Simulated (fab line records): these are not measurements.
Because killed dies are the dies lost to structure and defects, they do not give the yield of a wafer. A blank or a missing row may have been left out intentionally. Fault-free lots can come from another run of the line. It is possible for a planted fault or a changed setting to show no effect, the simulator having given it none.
Matching of chambers :: flow n5 finfet :: 4 sister chambers for N5_FIN_CUT_ETCH_21 on rie diel-03
The step etches SOC in N2/H2, target depth 219 nm, overetch 43.8 nm, time 523.5 s. 4 wafers are shown with their chamber, then 8 later ones without.

WAFERS PAIRED WITH THEIR CHAMBERS
wafer: L084.2
chamber: 1
drypump motor current A (A): 6.0

wafer: L087.1
chamber: 3
drypump motor current A (A): 6.7

wafer: L087.2
chamber: 2
drypump motor current A (A): 5.8

wafer: L088.1
chamber: 0
drypump motor current A (A): 4.9

WAFERS WITHOUT THEIR CHAMBER
wafer: L088.4
drypump motor current A (A): 5.8

wafer: L088.6
drypump motor current A (A): 6.1

wafer: L089.1
drypump motor current A (A): 5.8

wafer: L089.2
drypump motor current A (A): 4.9

wafer: L089.3
drypump motor current A (A): 6.1

wafer: L094.2
drypump motor current A (A): 4.9

wafer: L094.3
drypump motor current A (A): 6.6

wafer: L094.6
drypump motor current A (A): 6.7

CHAMBER TAKEN BY EACH
wafer: L088.4
from the rows above: 2
in truth: 2

wafer: L088.6
from the rows above: 1
in truth: 1

wafer: L089.1
from the rows above: 2
in truth: 2

wafer: L089.2
from the rows above: 0
in truth: 0

wafer: L089.3
from the rows above: 1
in truth: 1

wafer: L094.2
from the rows above: 0
in truth: 0

wafer: L094.3
from the rows above: 3
in truth: 3

wafer: L094.6
from the rows above: 3
in truth: 3
Placed correctly: 8 of 8. Number that these rows cannot place: 0. Placed wrongly: 0.
How it was worked out, from the rows above alone: a wafer's distance from a chamber is the root of the sum, over the readings, of the square of ((its reading less the chamber's mean) divided by the reading's scatter). If the next closest chamber is less than 2 further off than the closest, the wafer can't be placed; otherwise it belongs to the closest. A chamber's mean is the mean of its shown wafers. The scatter: root of mean squared gap, hidden wafer to nearest shown wafer, with one shown wafer a chamber.
